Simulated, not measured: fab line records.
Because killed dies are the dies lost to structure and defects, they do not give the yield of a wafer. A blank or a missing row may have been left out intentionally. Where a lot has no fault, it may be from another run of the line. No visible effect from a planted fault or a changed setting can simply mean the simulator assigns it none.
Check of tool commonality | flow nand harc | 12 lots and 36 wafers in the sample

REASON IT WAS OPENED
At NHARC_A_CHANNEL_HOLE_D1_INSPECT_40 the reading raw defect count is flagged on 2 of 12 lots. No-fault wafers: 62, standard deviation 16.
Rule: a lot is flagged in two cases, either no wafer of it has a number, or all its wafers with numbers fall more than 4 standard deviations from that mean. As for the other lots, they are considered sound.

lot  | measured     | on                | raw defect count, wafer by wafer | flag
L139 | day 9 00:29  | defect inspect-01 | 70 54 67                         |
L137 | day 9 00:33  | defect inspect-02 | 59 77 69                         |
L138 | day 9 04:31  | defect inspect-02 | 56 35 47                         |
L140 | day 9 12:28  | defect inspect-01 | 64 49 45                         |
L145 | day 10 03:42 | defect inspect-01 | 53 39 47                         |
L144 | day 10 04:52 | defect inspect-02 | 77 80 93                         |
L147 | day 10 18:05 | defect inspect-01 | 780 783 820                      | FLAGGED
L148 | day 12 00:09 | defect inspect-02 | 755 750 786                      | FLAGGED
L156 | day 12 20:55 | defect inspect-02 | 74 56 63                         |
L154 | day 13 00:58 | defect inspect-02 | 56 43 57                         |
L158 | day 13 19:35 | defect inspect-01 | 55 50 44                         |
L160 | day 14 06:29 | defect inspect-01 | 56 66 55                         |
The numbers of the flagged lots are 779 on average: +717 against the usual, or +45 standard deviations.

TOOL THAT RAN EACH LOT
The record holds 1 process step before the reading, out of a route of 1159 steps. Each cell gives the tool, then ch followed by the chambers the sampled wafers passed through, then the start.
lot  | flag    | NHARC_A_CHANNEL_HOLE_D1_ETCH_19
L139 |         | har etch-02 ch 0,1, day 8 18:40
L137 |         | har etch-01 ch 0,1, day 8 18:49
L138 |         | har etch-02 ch 0,1, day 8 22:48
L140 |         | har etch-01 ch 0,1, day 9 06:27
L145 |         | har etch-02 ch 1, day 9 22:00
L144 |         | har etch-01 ch 0,1, day 9 23:01
L147 | FLAGGED | har etch-01 ch 0,1, day 10 12:02
L148 | FLAGGED | har etch-01 ch 0, day 11 18:26
L156 |         | har etch-02 ch 0,1, day 12 14:53
L154 |         | har etch-02 ch 0,1, day 12 18:59
L158 |         | har etch-02 ch 0,1, day 13 13:50
L160 |         | har etch-02 ch 0,1, day 14 00:46
These steps, and what they do:
- NHARC_A_CHANNEL_HOLE_D1_ETCH_19: etches the open film in C4F8/O2/Ar, time 34.5 s.
- NHARC_A_CHANNEL_HOLE_D1_INSPECT_40

FLAGGED OVER TOTAL, TOOL BY TOOL (the gauges that took the reading come last)
step                               | tool              | lots run | flagged | share of the flagged lots | sound lots run after its first flagged lot
NHARC_A_CHANNEL_HOLE_D1_ETCH_19    | har etch-01       | 5        | 2       | all                       | 0
NHARC_A_CHANNEL_HOLE_D1_ETCH_19    | har etch-02       | 7        | 0       | none                      | -
NHARC_A_CHANNEL_HOLE_D1_INSPECT_40 | defect inspect-01 | 6        | 1       | some                      | 2 (L158,L160)
NHARC_A_CHANNEL_HOLE_D1_INSPECT_40 | defect inspect-02 | 6        | 1       | some                      | 2 (L156,L154)

WHAT THE TABLE ALLOWS
1 row of the table ran every flagged lot: har etch-01 at NHARC_A_CHANNEL_HOLE_D1_ETCH_19.
- har etch-01 at NHARC_A_CHANNEL_HOLE_D1_ETCH_19: 2 of its 5 lots flagged. Last sound lot L144 at day 9 23:01, first flagged lot L147 at day 10 12:02; a fault beginning in between fits.
One tool is left: har etch-01 at NHARC_A_CHANNEL_HOLE_D1_ETCH_19.

WHAT THE SIMULATOR PUT IN
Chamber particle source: har etch-01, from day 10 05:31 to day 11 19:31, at NHARC_A_CHANNEL_HOLE_D1_ETCH_19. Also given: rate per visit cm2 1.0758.
Lots struck among those shown: L147, L148. The rule given above showed the same thing.
